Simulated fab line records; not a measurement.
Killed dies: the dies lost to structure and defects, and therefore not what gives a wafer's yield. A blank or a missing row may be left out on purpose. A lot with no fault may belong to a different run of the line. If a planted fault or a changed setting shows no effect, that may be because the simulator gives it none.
Code-filled problem report in 8D (eight disciplines) form / flow n5-finfet / the parts of the form that need people (team, actions taken, sign-off) are left out

1. THE ISSUE
killed_at_M0_to_M3 at N5_PASSIVATION_PROBE_49 reads a mean of 158 on 3 wafers of 1 lot; wafers without a fault read 36 with a standard deviation of 12. Relative to the usual mean, that is a shift of +10 standard deviations.
First seen on wafer L586.1, day 17 15:38, on prober-01. The record holds 3 wafers of 1 lot with a number at this step. The rule behind "out" and "out of limits": a value lying over 4 standard deviations away from the usual mean. Any other wafer with a number is counted as sound.

2. WHAT IT IS AND WHAT IT IS NOT
question=which readings at this step; is=killed_at_M0_to_M3, defect-limited-yield, killed-dies, sort_bin_5_function, sort-n-pass, sort-yield-pct; is not=killed_at_M4_up, killed-at-contacts, killed-at-front-end, killed-at-other, killed-open, killed-short, sort_bin_8_speed
question=which lots; is=L586; is not=-
question=which wafers of those lots; is=all that have a number; is not=-
question=read on which tools; is=prober-01; is not=-
question=when; is=from day 17 15:38; is not=up to then (0 sound wafers)

3. WHAT RULES OUT EACH SUSPECT
Counting: a tool at a process step up to the reading stays a suspect if it ran every lot that is out and no sound lot after the first of them.
- pvd-sputter-01 at N5_BEOL_M0_SPUTTER_141 (material Cu, target thk 4 nm, time 7.37 s): kept. It ran the lot that is out, L586 (day 10 14:54), and no sound lot after that.
- ald-hk-02 at N5_MIM_TOP_ALD_02 (deposits Al2O3, purge time 3 s, co reactant pulse time 3 s): kept. It ran the lot that is out, L586 (day 17 05:58), and no sound lot after that. Because N5_MIM_TOP_ALD_02 lacks a start for some lots, the hours and order of its lots are taken from N5_MIM_BOT_LITHO_CD_MEAS_08.
- pvd-sputter-01 at N5_PASSIVATION_AL_DEP_21 (deposits Al, target thk 2800 nm, time 170 s): kept. It ran the lot that is out, L586 (day 17 10:19), and no sound lot after that.
- prober-01 at N5_PASSIVATION_PROBE_49: kept. It ran the lot that is out, L586 (day 17 15:38), and no sound lot after that. On those wafers its own readings are out: defect-limited-yield, killed_at_M0_to_M3, killed-dies, sort_bin_5_function, sort-n-pass, sort-yield-pct.
Left after counting: pvd-sputter-01 at N5_BEOL_M0_SPUTTER_141, ald-hk-02 at N5_MIM_TOP_ALD_02, pvd-sputter-01 at N5_PASSIVATION_AL_DEP_21, prober-01 at N5_PASSIVATION_PROBE_49.

4. THE CAUSE (what the simulator had put in)
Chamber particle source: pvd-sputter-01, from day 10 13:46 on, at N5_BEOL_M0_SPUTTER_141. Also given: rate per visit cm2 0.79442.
Counting leaves 4 suspects; this tool is one of them.

5. THE CHAIN OF EFFECTS, in route order
Each row: a reading whose mean over the struck wafers that have a number lies more than 3 standard deviations from the usual. Only readings whose record carries a usual standard deviation are examined. hours: median over the lots of the time between each lot's start at the first step of this table that gives one and its start at this step. sigmas: the change, counted in usual standard deviations.
hours=0; step=N5_PASSIVATION_PROBE_49; reading=defect-limited-yield; usual=91.0 %; on struck wafers=80.4; change=-10.6; sigmas=-7.0
hours=0; step=N5_PASSIVATION_PROBE_49; reading=killed_at_M0_to_M3; usual=36; on struck wafers=158; change=+122; sigmas=+10
hours=0; step=N5_PASSIVATION_PROBE_49; reading=killed-dies; usual=106; on struck wafers=231; change=+125; sigmas=+6.9
hours=0; step=N5_PASSIVATION_PROBE_49; reading=sort_bin_5_function; usual=5.3 %; on struck wafers=12.5; change=+7.2; sigmas=+7.2
hours=0; step=N5_PASSIVATION_PROBE_49; reading=sort-n-pass; usual=1074; on struck wafers=949; change=-125; sigmas=-6.9
hours=0; step=N5_PASSIVATION_PROBE_49; reading=sort-yield-pct; usual=91.0 %; on struck wafers=80.4; change=-10.6; sigmas=-7.0
The process steps in it:
- N5_PASSIVATION_PROBE_49

6. HOW IT WOULD HAVE BEEN CAUGHT EARLIER
In this record the first reading out of limits was taken at day 17 15:38, 170 hours after the fault began at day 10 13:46.
An alarm limit of 4 standard deviations would not have fired on the tool readings at N5_BEOL_M0_SPUTTER_141 for which the record gives a usual standard deviation, since none of them was out on any struck wafer.
Each of the lots that are out, 1 in all, had begun N5_BEOL_M0_SPUTTER_141 on pvd-sputter-01 no later than day 17 15:38. Tool hold at that time: it would have spared none of them.
